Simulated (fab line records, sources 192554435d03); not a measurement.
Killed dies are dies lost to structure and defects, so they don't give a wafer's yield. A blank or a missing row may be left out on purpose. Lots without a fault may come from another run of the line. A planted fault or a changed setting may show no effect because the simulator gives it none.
Chamber matching | flow n5_finfet | N5_BEOL_M4_PECVD_72 on pecvd-01: 3 sister chambers
The step deposits SiO2 from TEOS/O2, target thk 16 nm, time 18 s. 14 wafers are shown with their chamber, then 7 later ones without.

WAFERS WITH THEIR CHAMBER
wafer  | chamber | showerhead_plenum_p_Torr (Torr) | throttle_valve_pct (%) | heater_power_w (W)
L077.1 | 0       | 8.73                            | 23.2                   | 722
L077.2 | 2       | 8.90                            | 21.7                   | 797
L077.6 | 0       | 8.74                            | 23.1                   | 727
L078.1 | 0       | 8.76                            | 23.3                   | 675
L078.4 | 2       | 8.89                            | 22.1                   | 760
L078.6 | 0       | 8.72                            | 23.1                   | 668
L081.2 | 1       | 8.82                            | 22.0                   | 711
L081.4 | 0       | 8.73                            | 23.4                   | 714
L081.6 | 1       | 8.83                            | 22.1                   | 710
L083.1 | 0       | 8.78                            | 23.1                   | 625
L083.2 | 1       | 8.82                            | 22.0                   | 617
L083.6 | 0       | 8.75                            | 23.3                   | 616
L090.1 | 0       | 8.77                            | 23.6                   | 734
L090.2 | 1       | 8.83                            | 22.1                   | 699

SIGNATURES (means of the wafers above)
reading                  | chamber 0 | chamber 1 | chamber 2 | scatter within a chamber
showerhead_plenum_p_Torr | 8.7475    | 8.8250    | 8.8950    | 0.0173
throttle_valve_pct       | 23.262    | 22.050    | 21.900    | 0.168
heater_power_w           | 685.12    | 684.25    | 778.50    | 44.6
Rule: a wafer's distance from a chamber is the root of the sum, over the readings, of the square of ((its reading less the chamber's mean) divided by the reading's scatter). The wafer belongs to the nearest chamber; if the next one is less than 2 further off, it can't be placed. The scatter: the root of (the sum of the squares of (reading less its chamber's mean) over the shown wafers, divided by (wafers less chambers)).

WAFERS WITHOUT THEIR CHAMBER
wafer  | showerhead_plenum_p_Torr (Torr) | throttle_valve_pct (%) | heater_power_w (W)
L090.5 | 8.88                            | 20.9                   | 784
L092.1 | 8.83                            | 22.2                   | 663
L092.3 | 8.88                            | 20.7                   | 660
L092.6 | 8.80                            | 22.0                   | 666
L097.3 | 8.87                            | 20.6                   | 673
L097.4 | 8.87                            | 20.8                   | 671
L097.6 | 8.72                            | 23.6                   | 651

WHICH CHAMBER EACH WENT THROUGH
wafer  | from the rows above     | in truth
L090.5 | can't be placed: 2 or 1 | 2
L092.1 | 1                       | 1
L092.3 | can't be placed: 2 or 1 | 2
L092.6 | 1                       | 1
L097.3 | can't be placed: 2 or 1 | 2
L097.4 | can't be placed: 2 or 1 | 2
L097.6 | 0                       | 0
Placed correctly: 3 of 7. Can't be placed from these rows: 4 (the true chamber is among the candidates in 4). Placed wrongly: 0.
